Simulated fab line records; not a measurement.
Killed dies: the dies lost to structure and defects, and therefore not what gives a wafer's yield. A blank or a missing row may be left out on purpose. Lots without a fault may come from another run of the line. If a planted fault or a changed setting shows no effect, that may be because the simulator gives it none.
Which tool did it? :: flow n5_finfet :: 10 lots with 30 wafers sampled at 2 steps, on a route of 1938 steps

## WHAT THE GAUGES READ, wafer by wafer
N5_BEOL_M4_RC_MEAS_101. Usual: DIBL_N 37.2 mV/V, standard deviation 1.8; DIBL_P 37.5 mV/V, standard deviation 2.5; IOFF_N 0.17 nA/um, standard deviation 0.038; IOFF_P 0.24 nA/um, standard deviation 0.046; ION_N 681 uA/um, standard deviation 13; ION_P 469 uA/um, standard deviation 8.5; SS_N 71.7 mV/dec, standard deviation 0.6; SS_P 73.6 mV/dec, standard deviation 0.69; VT_N 249 mV, standard deviation 3.4; VT_P -248 mV, standard deviation 3.6.
lot: L606
measured: day 8 19:02
on: prober-01
DIBL_N (mV/V): 36.3 38.8 39.1
DIBL_P (mV/V): 38.2 41.6 42.1
IOFF_N (nA/um): 0.15 0.20 0.21
IOFF_P (nA/um): 0.24 0.31 0.31
ION_N (uA/um): 671 689 699
ION_P (uA/um): 469 476 483
SS_N (mV/dec): 72.0 72.7 73.4
SS_P (mV/dec): 74.3 73.8 75.4
VT_N (mV): 252 247 247
VT_P (mV): -246 -241 -244
flag: 

lot: L611
measured: day 9 15:11
on: prober-01
DIBL_N (mV/V): 36.2 39.7 35.6
DIBL_P (mV/V): 34.9 37.8 34.2
IOFF_N (nA/um): 0.14 0.18 0.13
IOFF_P (nA/um): 0.18 0.23 0.18
ION_N (uA/um): 685 669 669
ION_P (uA/um): 470 459 460
SS_N (mV/dec): 70.5 71.6 71.5
SS_P (mV/dec): 73.3 73.9 73.2
VT_N (mV): 251 249 250
VT_P (mV): -253 -250 -253
flag: 

lot: L610
measured: day 9 16:40
on: prober-01
DIBL_N (mV/V): 39.1 37.0 39.6
DIBL_P (mV/V): 38.5 35.3 40.7
IOFF_N (nA/um): 0.22 0.15 0.25
IOFF_P (nA/um): 0.26 0.20 0.31
ION_N (uA/um): 691 679 717
ION_P (uA/um): 472 460 486
SS_N (mV/dec): 72.0 71.6 71.7
SS_P (mV/dec): 73.5 73.3 74.1
VT_N (mV): 243 249 241
VT_P (mV): -247 -252 -246
flag: 

lot: L616
measured: day 10 22:28
on: prober-02
DIBL_N (mV/V): 39.4 38.4 37.4
DIBL_P (mV/V): 40.3 38.3 37.8
IOFF_N (nA/um): 0.22 0.18 0.16
IOFF_P (nA/um): 0.27 0.24 0.22
ION_N (uA/um): 695 674 673
ION_P (uA/um): 469 462 463
SS_N (mV/dec): 72.3 72.2 71.8
SS_P (mV/dec): 74.3 73.6 73.6
VT_N (mV): 248 249 251
VT_P (mV): -247 -249 -248
flag: 

lot: L619
measured: day 11 22:26
on: prober-02
DIBL_N (mV/V): 37.3 37.1 37.8
DIBL_P (mV/V): 37.5 37.0 38.7
IOFF_N (nA/um): 0.16 0.16 0.17
IOFF_P (nA/um): 0.25 0.24 0.27
ION_N (uA/um): 684 678 687
ION_P (uA/um): 475 473 477
SS_N (mV/dec): 71.5 71.6 72.3
SS_P (mV/dec): 72.4 73.1 73.7
VT_N (mV): 250 251 249
VT_P (mV): -246 -248 -244
flag: 

lot: L620
measured: day 11 23:56
on: prober-01
DIBL_N (mV/V): 39.6 39.2 38.8
DIBL_P (mV/V): 38.1 38.2 37.7
IOFF_N (nA/um): 0.23 0.21 0.21
IOFF_P (nA/um): 0.28 0.29 0.29
ION_N (uA/um): 691 678 691
ION_P (uA/um): 468 469 474
SS_N (mV/dec): 72.4 71.8 71.3
SS_P (mV/dec): 74.5 74.0 74.2
VT_N (mV): 246 247 245
VT_P (mV): -244 -242 -243
flag: 

lot: L623
measured: day 12 23:25
on: prober-01
DIBL_N (mV/V): 38.9 35.8 42.4
DIBL_P (mV/V): 39.5 36.2 43.9
IOFF_N (nA/um): 0.22 0.16 0.31
IOFF_P (nA/um): 0.26 0.19 0.34
ION_N (uA/um): 695 689 697
ION_P (uA/um): 470 469 474
SS_N (mV/dec): 71.4 71.1 73.4
SS_P (mV/dec): 74.0 73.5 75.2
VT_N (mV): 245 249 241
VT_P (mV): -247 -251 -245
flag: 

lot: L622
measured: day 12 23:43
on: prober-02
DIBL_N (mV/V): 35.5 35.7 39.6
DIBL_P (mV/V): 36.0 36.7 41.4
IOFF_N (nA/um): 0.13 0.14 0.23
IOFF_P (nA/um): 0.16 0.18 0.26
ION_N (uA/um): 670 675 691
ION_P (uA/um): 450 457 468
SS_N (mV/dec): 71.8 71.1 71.7
SS_P (mV/dec): 72.4 73.8 74.1
VT_N (mV): 250 252 244
VT_P (mV): -257 -254 -249
flag: 

lot: L624
measured: day 13 03:20
on: prober-01
DIBL_N (mV/V): 36.4 36.6 33.9
DIBL_P (mV/V): 38.0 38.8 35.6
IOFF_N (nA/um): 0.17 0.17 0.13
IOFF_P (nA/um): 0.22 0.24 0.19
ION_N (uA/um): 691 678 674
ION_P (uA/um): 475 468 468
SS_N (mV/dec): 71.8 71.1 70.4
SS_P (mV/dec): 73.3 73.9 72.5
VT_N (mV): 250 249 254
VT_P (mV): -250 -247 -249
flag: 

lot: L625
measured: day 13 03:29
on: prober-02
DIBL_N (mV/V): 35.3 37.5 37.3
DIBL_P (mV/V): 35.2 38.9 38.8
IOFF_N (nA/um): 0.15 0.19 0.19
IOFF_P (nA/um): 0.19 0.25 0.25
ION_N (uA/um): 680 699 686
ION_P (uA/um): 467 480 471
SS_N (mV/dec): 71.8 72.2 71.8
SS_P (mV/dec): 73.1 73.8 73.8
VT_N (mV): 246 246 246
VT_P (mV): -249 -248 -247
flag: 

N5_BEOL_M8_CD_MEAS_35: the cd target is 40 nm. Usual: cd_nm at 39.8 nm, with a standard deviation of 0.65.
lot: L606
measured: day 10 03:25
on: cd_sem-03
cd_nm (nm): 38.6 39.7 38.2
flag: 

lot: L611
measured: day 11 02:58
on: cd_sem-03
cd_nm (nm): 40.0 39.2 39.5
flag: 

lot: L610
measured: day 11 07:05
on: cd_sem-02
cd_nm (nm): 39.7 39.4 39.6
flag: 

lot: L616
measured: day 12 17:37
on: cd_sem-03
cd_nm (nm): 39.5 40.8 39.9
flag: 

lot: L619
measured: day 13 10:55
on: cd_sem-02
cd_nm (nm): 39.9 39.8 39.8
flag: 

lot: L620
measured: day 13 19:17
on: cd_sem-02
cd_nm (nm): 39.9 39.9 39.3
flag: 

lot: L623
measured: day 14 06:29
on: cd_sem-03
cd_nm (nm): 39.6 39.0 40.2
flag: 

lot: L622
measured: day 14 12:52
on: cd_sem-02
cd_nm (nm): 39.6 40.0 39.3
flag: 

lot: L624
measured: day 14 21:10
on: cd_sem-03
cd_nm (nm): 38.8 38.7 38.8
flag: 

lot: L625
measured: day 14 18:34
on: cd_sem-03
cd_nm (nm): 39.6 40.8 39.6
flag: 

## EACH LOT AND THE TOOL THAT RAN IT (in order: tool; ch and the chambers of the sampled wafers; start)
No process step before these readings appears in the record.

## AS READ BY THE TOOLS THEMSELVES (means over the sampled wafers that have a number; for cases with no such wafer, the mark the record gives instead)
The record holds no such reading with a usual standard deviation.

## THE ANSWER, worked out from the rows above alone
Rule: a lot counts as off when the mean over its wafers that have a number is more than 3 standard deviations away from the usual mean. A lot without any number at a reading at which 4 lots or more have one is off too. Any other lot the step has rows for is counted as sound. First the gauges in route order, then the tools' own readings, where a lot's mean is used as printed above. The first step at which some lot is off is used, and at that step the reading that is off furthest; a lot without a number counts as furthest.
No lot is off at any reading shown: from this, nothing can be told.

## WHAT THE SIMULATOR PUT IN
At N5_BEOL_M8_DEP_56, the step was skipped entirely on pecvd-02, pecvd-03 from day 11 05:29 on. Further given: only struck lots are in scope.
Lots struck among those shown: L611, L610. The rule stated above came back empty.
